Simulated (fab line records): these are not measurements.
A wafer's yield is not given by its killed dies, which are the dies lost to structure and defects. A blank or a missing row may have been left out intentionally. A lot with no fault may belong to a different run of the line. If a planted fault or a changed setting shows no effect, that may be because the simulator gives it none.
Comparing a struck lot with a sound one :: flow nandHarc :: 14 out of 1302 route steps
Sound: wafers L796.2, L796.3, L796.5. Struck: wafer L804.5 (left out: L804.4, a lot-mate that was not struck); the cause follows at the end.
Per side, at each step with rows, come the tool, then ch with its chambers, and then its first start. Under that, the readings that differ: sound wafers :: struck wafers :: difference of the means :: sigmas: that difference in standard deviations of wafers without a fault.
alike: words and numbers the same on both sides, and readings whose means are apart by under 2 such deviations; not compared: readings that were withheld, readings missing a value for some wafer, numbers with overlapping values and no deviation given by the record, and bounds like >300 which may hide the same value.
The two part at a step that has a row with sigmas, a row that says differs or no value, or rows on one side only. When numbers do not overlap yet have no deviation, they are printed without sigmas and do not part them. A reading missing from all wafers of one side parts the sides only when that side holds two or more wafers.

NHARC_A_SOURCE_PLATE_THK_MEAS_06: measures by ellipsometry.
  sound on filmMetro-01 at day 8 04:20; struck on filmMetro-02 at day 11 04:11
  alike: thkNm
NHARC_A_SOURCE_PLATE_INSPECT_08:
  sound on defectInspect-01 at day 8 04:24; struck on defectInspect-01 at day 11 04:17
  alike: rawDefectCount
following that, 1 step holds no rows for these wafers, namely NHARC_A_ONON_D1_DEP_00 (target thickness 1000 nm).
NHARC_A_ONON_D1_THK_MEAS_02: measures by ellipsometry.
  sound on filmMetro-02 at day 8 04:59; struck on filmMetro-02 at day 11 04:52
  alike: thkNm
following that, 1 step holds no rows for these wafers, namely NHARC_A_ONON_D1_DEP_03 (target thickness 1000 nm).
NHARC_A_ONON_D1_THK_MEAS_05: measures by ellipsometry.
  sound on filmMetro-01 at day 8 05:32; struck on filmMetro-01 at day 11 05:26
  alike: thkNm
following that, 1 step holds no rows for these wafers, namely NHARC_A_ONON_D1_DEP_06 (target thickness 1000 nm).
NHARC_A_ONON_D1_THK_MEAS_08: measures by ellipsometry.
  sound on filmMetro-01 at day 8 06:07; struck on filmMetro-01 at day 11 06:00
  alike: thkNm
following that, 1 step holds no rows for these wafers, namely NHARC_A_ONON_D1_DEP_09 (target thickness 1000 nm).
NHARC_A_ONON_D1_THK_MEAS_11: measures by ellipsometry.
  sound on filmMetro-02 at day 8 06:40; struck on filmMetro-01 at day 11 06:34
  alike: thkNm
NHARC_A_ONON_D1_DEP_12: target thk 1000 nm.
  sound on pecvdOnon-02 ch 0, day 8 06:47; struck on pecvdOnon-02 ch 0, day 11 06:47
  alike: sih4FlowSccm
NHARC_A_ONON_D1_THK_MEAS_14: measures by ellipsometry.
  sound on filmMetro-01 at day 8 07:14; struck on filmMetro-01 at day 11 07:07
reading: thkNm (nm)
sound: 1000 1000 999
struck: 651
difference: -349
sigmas: -27
then, 1 step without rows for these wafers: NHARC_A_ONON_D1_ANNEAL_15 (time 3600 s).
-- record jumps: 16 days between struck wafers' starts before vs after; left off in module A_ONON_D1, resumes in module END, first step shown is number 1302 of the route --
NHARC_END_SORT_01:
  the record has rows for the struck wafers here (prober-01 ch 0, day 27 18:46) and none for the sound ones

== WHERE THEY PART ==
First at NHARC_A_ONON_D1_THK_MEAS_14; last, within this record, at NHARC_END_SORT_01.

WHY: what had been put in by the simulator
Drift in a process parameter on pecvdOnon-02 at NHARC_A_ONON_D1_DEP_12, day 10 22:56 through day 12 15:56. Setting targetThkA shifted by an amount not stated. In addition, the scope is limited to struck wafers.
